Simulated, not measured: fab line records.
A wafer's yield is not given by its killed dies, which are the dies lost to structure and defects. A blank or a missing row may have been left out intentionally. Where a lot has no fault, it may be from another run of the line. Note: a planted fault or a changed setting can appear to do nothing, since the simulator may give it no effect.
Which tool did it? / flow n5_finfet / 28 wafers from 10 lots sampled at 5 of the route's 1938 steps

== WHAT THE GAUGES READ, wafer by wafer ==
N5_DUMMY_GATE_INSPECT_17: inspects for defects (brightfield). Usual: raw_defect_count 188, standard deviation 46.
lot=L842; measured=day 3 15:45; on=defect_inspect-01; raw_defect_count=141 254 150; flag=
lot=L843; measured=day 3 21:27; on=defect_inspect-01; raw_defect_count=228 194 268; flag=
lot=L845; measured=day 4 13:29; on=defect_inspect-01; raw_defect_count=224 219 219; flag=
lot=L849; measured=day 5 16:47; on=defect_inspect-02; raw_defect_count=164 136 197; flag=
lot=L850; measured=day 5 20:09; on=defect_inspect-02; raw_defect_count=145 154 138; flag=
lot=L855; measured=day 6 21:54; on=defect_inspect-01; raw_defect_count=149 227 263; flag=
lot=L856; measured=day 7 03:52; on=defect_inspect-01; raw_defect_count=210 172; flag=
lot=L858; measured=day 7 16:37; on=defect_inspect-02; raw_defect_count=177 122; flag=
lot=L860; measured=day 8 05:49; on=defect_inspect-01; raw_defect_count=161 188 292; flag=
lot=L862; measured=day 8 19:48; on=defect_inspect-02; raw_defect_count=209 326 248; flag=

N5_DUMMY_GATE_CD_MEAS_50: the cd target is 14 nm. Usual: cd_nm 14.0 nm, standard deviation 0.33.
lot=L842; measured=day 3 16:53; on=cd_sem-02; cd_nm (nm)=13.7 13.8 13.7; flag=
lot=L843; measured=day 3 21:52; on=cd_sem-03; cd_nm (nm)=13.8 14.0 14.0; flag=
lot=L845; measured=day 4 14:08; on=cd_sem-01; cd_nm (nm)=14.2 13.9 14.2; flag=
lot=L849; measured=day 5 17:11; on=cd_sem-02; cd_nm (nm)=13.7 14.0 13.8; flag=
lot=L850; measured=day 5 20:34; on=cd_sem-03; cd_nm (nm)=14.1 13.9 13.7; flag=
lot=L855; measured=day 6 22:56; on=cd_sem-03; cd_nm (nm)=14.3 13.6 13.9; flag=
lot=L856; measured=day 7 04:19; on=cd_sem-02; cd_nm (nm)=13.6 14.0; flag=
lot=L858; measured=day 7 17:02; on=cd_sem-03; cd_nm (nm)=14.0 13.6; flag=
lot=L860; measured=day 8 06:14; on=cd_sem-01; cd_nm (nm)=14.1 13.7 14.2; flag=
lot=L862; measured=day 8 20:26; on=cd_sem-03; cd_nm (nm)=13.9 14.5 14.1; flag=

N5_BEOL_M4_RC_MEAS_101. Usual: DIBL_N 35.8 mV/V, standard deviation 1.6; DIBL_P 36.0 mV/V, standard deviation 2.1; IOFF_N 0.153 nA/um, standard deviation 0.026; IOFF_P 0.21 nA/um, standard deviation 0.037; ION_N 673 uA/um, standard deviation 11; ION_P 462 uA/um, standard deviation 7.6; SS_N 71.4 mV/dec, standard deviation 0.53; SS_P 73.2 mV/dec, standard deviation 0.67; VT_N 250 mV, standard deviation 3.2; VT_P -250 mV, standard deviation 3.7.
lot=L842; measured=day 9 00:14; on=prober-02; DIBL_N (mV/V)=38.4 39.5 36.4; DIBL_P (mV/V)=37.5 39.5 35.9; IOFF_N (nA/um)=0.175 0.193 0.144; IOFF_P (nA/um)=0.22 0.27 0.20; ION_N (uA/um)=679 685 678; ION_P (uA/um)=461 473 464; SS_N (mV/dec)=72.8 72.2 70.8; SS_P (mV/dec)=73.6 74.4 73.0; VT_N (mV)=251 250 251; VT_P (mV)=-251 -249 -253; flag=
lot=L843; measured=day 9 06:08; on=prober-01; DIBL_N (mV/V)=37.5 37.4 36.8; DIBL_P (mV/V)=36.1 36.3 35.5; IOFF_N (nA/um)=0.193 0.183 0.180; IOFF_P (nA/um)=0.24 0.25 0.24; ION_N (uA/um)=691 685 697; ION_P (uA/um)=468 471 476; SS_N (mV/dec)=71.4 70.9 70.6; SS_P (mV/dec)=73.7 73.9 72.9; VT_N (mV)=245 246 245; VT_P (mV)=-246 -243 -243; flag=
lot=L845; measured=day 9 15:37; on=prober-02; DIBL_N (mV/V)=37.0 35.2 35.6; DIBL_P (mV/V)=38.7 35.6 36.5; IOFF_N (nA/um)=0.192 0.153 0.159; IOFF_P (nA/um)=0.25 0.20 0.21; ION_N (uA/um)=690 680 670; ION_P (uA/um)=467 464 463; SS_N (mV/dec)=71.4 71.2 71.8; SS_P (mV/dec)=73.6 73.2 72.8; VT_N (mV)=248 250 252; VT_P (mV)=-247 -253 -250; flag=
lot=L849; measured=day 11 00:27; on=prober-01; DIBL_N (mV/V)=36.1 35.8 35.7; DIBL_P (mV/V)=38.3 37.3 36.3; IOFF_N (nA/um)=0.179 0.177 0.165; IOFF_P (nA/um)=0.27 0.27 0.23; ION_N (uA/um)=676 675 670; ION_P (uA/um)=469 474 467; SS_N (mV/dec)=71.6 71.6 71.9; SS_P (mV/dec)=74.0 74.0 72.8; VT_N (mV)=250 247 248; VT_P (mV)=-243 -244 -248; flag=
lot=L850; measured=day 11 05:25; on=prober-01; DIBL_N (mV/V)=35.2 37.1 36.0; DIBL_P (mV/V)=36.0 39.2 37.5; IOFF_N (nA/um)=0.160 0.186 0.160; IOFF_P (nA/um)=0.18 0.24 0.22; ION_N (uA/um)=670 670 675; ION_P (uA/um)=455 452 460; SS_N (mV/dec)=71.9 71.4 71.9; SS_P (mV/dec)=73.3 74.0 73.7; VT_N (mV)=251 246 249; VT_P (mV)=-252 -250 -251; flag=
lot=L855; measured=day 12 05:17; on=prober-02; DIBL_N (mV/V)=35.6 37.7 36.3; DIBL_P (mV/V)=34.1 36.3 34.5; IOFF_N (nA/um)=0.139 0.164 0.134; IOFF_P (nA/um)=0.19 0.22 0.19; ION_N (uA/um)=669 667 669; ION_P (uA/um)=461 461 459; SS_N (mV/dec)=71.6 71.1 71.4; SS_P (mV/dec)=73.0 73.8 73.2; VT_N (mV)=252 252 251; VT_P (mV)=-252 -251 -249; flag=
lot=L856; measured=day 12 12:12; on=prober-01; DIBL_N (mV/V)=34.9 32.1; DIBL_P (mV/V)=35.6 32.4; IOFF_N (nA/um)=0.146 0.097; IOFF_P (nA/um)=0.19 0.14; ION_N (uA/um)=670 646; ION_P (uA/um)=457 445; SS_N (mV/dec)=71.3 70.9; SS_P (mV/dec)=72.8 72.8; VT_N (mV)=249 257; VT_P (mV)=-250 -258; flag=
lot=L858; measured=day 13 01:37; on=prober-01; DIBL_N (mV/V)=36.4 37.3; DIBL_P (mV/V)=36.5 36.8; IOFF_N (nA/um)=0.157 0.172; IOFF_P (nA/um)=0.20 0.21; ION_N (uA/um)=668 679; ION_P (uA/um)=459 464; SS_N (mV/dec)=71.3 72.2; SS_P (mV/dec)=73.6 73.3; VT_N (mV)=253 250; VT_P (mV)=-252 -249; flag=
lot=L860; measured=day 13 14:24; on=prober-02; DIBL_N (mV/V)=37.5 38.3 38.3; DIBL_P (mV/V)=38.2 39.0 38.8; IOFF_N (nA/um)=0.156 0.157 0.167; IOFF_P (nA/um)=0.21 0.24 0.22; ION_N (uA/um)=668 672 674; ION_P (uA/um)=458 469 458; SS_N (mV/dec)=71.6 71.8 71.5; SS_P (mV/dec)=73.6 74.3 73.8; VT_N (mV)=251 252 248; VT_P (mV)=-251 -250 -249; flag=
lot=L862; measured=day 13 18:08; on=prober-01; DIBL_N (mV/V)=38.3 34.6 35.0; DIBL_P (mV/V)=36.3 32.5 33.8; IOFF_N (nA/um)=0.182 0.124 0.136; IOFF_P (nA/um)=0.21 0.17 0.18; ION_N (uA/um)=675 668 665; ION_P (uA/um)=454 456 461; SS_N (mV/dec)=71.5 71.3 71.1; SS_P (mV/dec)=73.9 72.6 73.1; VT_N (mV)=248 254 249; VT_P (mV)=-251 -253 -253; flag=

== WHICH TOOL RAN EACH LOT (tool, then ch and the chambers of the sampled wafers, then the start) ==
lot=L842; N5_DUMMY_GATE_ETCH_31=rie_diel-03 ch 2,3, day 3 16:58; N5_DUMMY_GATE_ETCH_23=rie_si-06 ch 0,1, day 3 17:14
lot=L843; N5_DUMMY_GATE_ETCH_31=rie_diel-03 ch 2,3, day 3 21:55; N5_DUMMY_GATE_ETCH_23=rie_si-06 ch 0,1, day 3 22:11
lot=L845; N5_DUMMY_GATE_ETCH_31=rie_diel-04 ch 0,1,2, day 4 14:34; N5_DUMMY_GATE_ETCH_23=rie_si-01 ch 0,2, day 4 14:50
lot=L849; N5_DUMMY_GATE_ETCH_31=rie_diel-02 ch 0,1,3, day 5 17:14; N5_DUMMY_GATE_ETCH_23=rie_si-01 ch 1,2, day 5 17:31
lot=L850; N5_DUMMY_GATE_ETCH_31=rie_diel-03 ch 0,2,3, day 5 20:37; N5_DUMMY_GATE_ETCH_23=rie_si-01 ch 0,1,3, day 5 20:53
lot=L855; N5_DUMMY_GATE_ETCH_31=rie_diel-04 ch 1,2,3, day 6 23:01; N5_DUMMY_GATE_ETCH_23=rie_si-04 ch 0,1,2, day 6 23:17
lot=L856; N5_DUMMY_GATE_ETCH_31=rie_diel-03 ch 1,3, day 7 04:21; N5_DUMMY_GATE_ETCH_23=rie_si-04 ch 2,3, day 7 04:38
lot=L858; N5_DUMMY_GATE_ETCH_31=rie_diel-02 ch 1,2, day 7 17:05; N5_DUMMY_GATE_ETCH_23=rie_si-04 ch 1,2, day 7 17:22
lot=L860; N5_DUMMY_GATE_ETCH_31=rie_diel-03 ch 1,2,3, day 8 06:17; N5_DUMMY_GATE_ETCH_23=rie_si-01 ch 0,1,3, day 8 06:34
lot=L862; N5_DUMMY_GATE_ETCH_31=rie_diel-04 ch 0,1,2, day 8 20:37; N5_DUMMY_GATE_ETCH_23=rie_si-06 ch 0,2, day 8 20:53
- N5_DUMMY_GATE_ETCH_31: etches SiO2 in C4F6/O2, target depth 82.5 nm, time 27.5 s.
- N5_DUMMY_GATE_ETCH_23: etches poly-Si in HBr/Cl2/O2, target depth 41 nm, time 22.3 s.

== AS READ BY THE TOOLS THEMSELVES (means over the sampled wafers that have a number; for cases with no such wafer, the mark the record gives instead) ==
N5_DUMMY_GATE_ETCH_31. Usual: drypump_motor_current_A 5.8 A, standard deviation 0.46; mfc_ar_sccm 300.0 sccm, standard deviation 0.84; oes_ar_750_au 0.744 a.u., standard deviation 0.028; oes_f_703_au 0.747 a.u., standard deviation 0.029; oes_product_au 0.740 a.u., standard deviation 0.029; rf_vpp_V 666 V, standard deviation 6.8; showerhead_plenum_p_Torr 2.84 Torr, standard deviation 0.094; throttle_valve_pct 21.19 %, standard deviation 0.18.
lot=L842; tool=rie_diel-03; drypump_motor_current_A (A)=5.3; mfc_ar_sccm (sccm)=301.2; oes_ar_750_au (a.u.)=0.755; oes_f_703_au (a.u.)=0.754; oes_product_au (a.u.)=0.756; rf_vpp_V (V)=662; showerhead_plenum_p_Torr (Torr)=2.81; throttle_valve_pct (%)=21.03; flag=
lot=L843; tool=rie_diel-03; drypump_motor_current_A (A)=5.3; mfc_ar_sccm (sccm)=299.8; oes_ar_750_au (a.u.)=0.758; oes_f_703_au (a.u.)=0.763; oes_product_au (a.u.)=0.755; rf_vpp_V (V)=662; showerhead_plenum_p_Torr (Torr)=2.77; throttle_valve_pct (%)=21.17; flag=
lot=L845; tool=rie_diel-04; drypump_motor_current_A (A)=5.9; mfc_ar_sccm (sccm)=300.6; oes_ar_750_au (a.u.)=0.760; oes_f_703_au (a.u.)=0.767; oes_product_au (a.u.)=0.760; rf_vpp_V (V)=664; showerhead_plenum_p_Torr (Torr)=2.85; throttle_valve_pct (%)=21.27; flag=
lot=L849; tool=rie_diel-02; drypump_motor_current_A (A)=6.0; mfc_ar_sccm (sccm)=299.7; oes_ar_750_au (a.u.)=0.756; oes_f_703_au (a.u.)=0.749; oes_product_au (a.u.)=0.751; rf_vpp_V (V)=672; showerhead_plenum_p_Torr (Torr)=2.89; throttle_valve_pct (%)=21.14; flag=
lot=L850; tool=rie_diel-03; drypump_motor_current_A (A)=5.5; mfc_ar_sccm (sccm)=299.8; oes_ar_750_au (a.u.)=0.732; oes_f_703_au (a.u.)=0.726; oes_product_au (a.u.)=0.729; rf_vpp_V (V)=663; showerhead_plenum_p_Torr (Torr)=2.76; throttle_valve_pct (%)=21.20; flag=
lot=L855; tool=rie_diel-04; drypump_motor_current_A (A)=5.8; mfc_ar_sccm (sccm)=300.3; oes_ar_750_au (a.u.)=0.749; oes_f_703_au (a.u.)=0.760; oes_product_au (a.u.)=0.734; rf_vpp_V (V)=664; showerhead_plenum_p_Torr (Torr)=2.93; throttle_valve_pct (%)=21.17; flag=
lot=L856; tool=rie_diel-03; drypump_motor_current_A (A)=5.9; mfc_ar_sccm (sccm)=299.4; oes_ar_750_au (a.u.)=0.734; oes_f_703_au (a.u.)=0.740; oes_product_au (a.u.)=0.726; rf_vpp_V (V)=664; showerhead_plenum_p_Torr (Torr)=2.77; throttle_valve_pct (%)=21.27; flag=
lot=L858; tool=rie_diel-02; drypump_motor_current_A (A)=6.2; mfc_ar_sccm (sccm)=300.6; oes_ar_750_au (a.u.)=0.756; oes_f_703_au (a.u.)=0.750; oes_product_au (a.u.)=0.748; rf_vpp_V (V)=662; showerhead_plenum_p_Torr (Torr)=2.79; throttle_valve_pct (%)=21.00; flag=
lot=L860; tool=rie_diel-03; drypump_motor_current_A (A)=5.7; mfc_ar_sccm (sccm)=300.5; oes_ar_750_au (a.u.)=0.730; oes_f_703_au (a.u.)=0.730; oes_product_au (a.u.)=0.723; rf_vpp_V (V)=662; showerhead_plenum_p_Torr (Torr)=2.79; throttle_valve_pct (%)=21.16; flag=
lot=L862; tool=rie_diel-04; drypump_motor_current_A (A)=5.9; mfc_ar_sccm (sccm)=299.9; oes_ar_750_au (a.u.)=0.736; oes_f_703_au (a.u.)=0.747; oes_product_au (a.u.)=0.732; rf_vpp_V (V)=664; showerhead_plenum_p_Torr (Torr)=2.84; throttle_valve_pct (%)=21.31; flag=

N5_DUMMY_GATE_ETCH_23. Usual: HBr_flow_sccm 149.9 sccm, standard deviation 0.48; drypump_motor_current_A 5.8 A, standard deviation 0.55; oes_product_au 0.994 a.u., standard deviation 0.011; throttle_valve_pct 37.24 %, standard deviation 0.27.
lot=L842; tool=rie_si-06; HBr_flow_sccm (sccm)=150.1; drypump_motor_current_A (A)=6.5; oes_product_au (a.u.)=0.996; throttle_valve_pct (%)=37.34; flag=
lot=L843; tool=rie_si-06; HBr_flow_sccm (sccm)=150.2; drypump_motor_current_A (A)=6.5; oes_product_au (a.u.)=0.989; throttle_valve_pct (%)=37.33; flag=
lot=L845; tool=rie_si-01; HBr_flow_sccm (sccm)=150.5; drypump_motor_current_A (A)=5.7; oes_product_au (a.u.)=0.989; throttle_valve_pct (%)=37.11; flag=
lot=L849; tool=rie_si-01; HBr_flow_sccm (sccm)=150.3; drypump_motor_current_A (A)=5.7; oes_product_au (a.u.)=0.992; throttle_valve_pct (%)=36.67; flag=
lot=L850; tool=rie_si-01; HBr_flow_sccm (sccm)=150.2; drypump_motor_current_A (A)=5.6; oes_product_au (a.u.)=0.994; throttle_valve_pct (%)=36.89; flag=
lot=L855; tool=rie_si-04; HBr_flow_sccm (sccm)=149.7; drypump_motor_current_A (A)=5.5; oes_product_au (a.u.)=1.003; throttle_valve_pct (%)=37.21; flag=
lot=L856; tool=rie_si-04; HBr_flow_sccm (sccm)=149.8; drypump_motor_current_A (A)=5.3; oes_product_au (a.u.)=0.886; throttle_valve_pct (%)=37.48; flag=OFF
lot=L858; tool=rie_si-04; HBr_flow_sccm (sccm)=149.8; drypump_motor_current_A (A)=5.4; oes_product_au (a.u.)=0.794; throttle_valve_pct (%)=37.14; flag=OFF
lot=L860; tool=rie_si-01; HBr_flow_sccm (sccm)=150.4; drypump_motor_current_A (A)=5.6; oes_product_au (a.u.)=0.996; throttle_valve_pct (%)=36.89; flag=
lot=L862; tool=rie_si-06; HBr_flow_sccm (sccm)=149.9; drypump_motor_current_A (A)=6.3; oes_product_au (a.u.)=0.991; throttle_valve_pct (%)=37.21; flag=

== THE ANSWER, worked out from the rows above alone ==
Rule: a lot is off if the mean of its wafers that have a number lies more than 3 standard deviations from the usual mean. A lot without any number at a reading at which 4 lots or more have one is off too. All remaining lots with rows at the step are treated as sound. After the gauges, taken in route order, come the tools' own readings; for these a lot's mean is taken, as printed above. The first step at which some lot is off is used, and at that step the reading that is off furthest; a lot without a number counts as furthest.
Off, at N5_DUMMY_GATE_ETCH_23 on oes_product_au: L856, L858.
A tool fits if, at that step or a process step before it, it ran every lot that is off, and no sound lot after the first of them. One candidate fits, namely rie_si-04 at N5_DUMMY_GATE_ETCH_23. Its last sound lot is L855 (day 6 23:17), its first lot that is off L856 (day 7 04:38): a fault that began between those two fits.
The tool's own readings at N5_DUMMY_GATE_ETCH_23 bear it out: on the lots that are off they differ by more than 5 times the standard deviation of the sound lots' means. oes_product_au reads 0.840 a.u. there against 0.994 a.u. on the sound lots.

== WHAT HAD BEEN PUT IN BY THE SIMULATOR ==
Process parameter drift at N5_DUMMY_GATE_ETCH_23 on rie_si-04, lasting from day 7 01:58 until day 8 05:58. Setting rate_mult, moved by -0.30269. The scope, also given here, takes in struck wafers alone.
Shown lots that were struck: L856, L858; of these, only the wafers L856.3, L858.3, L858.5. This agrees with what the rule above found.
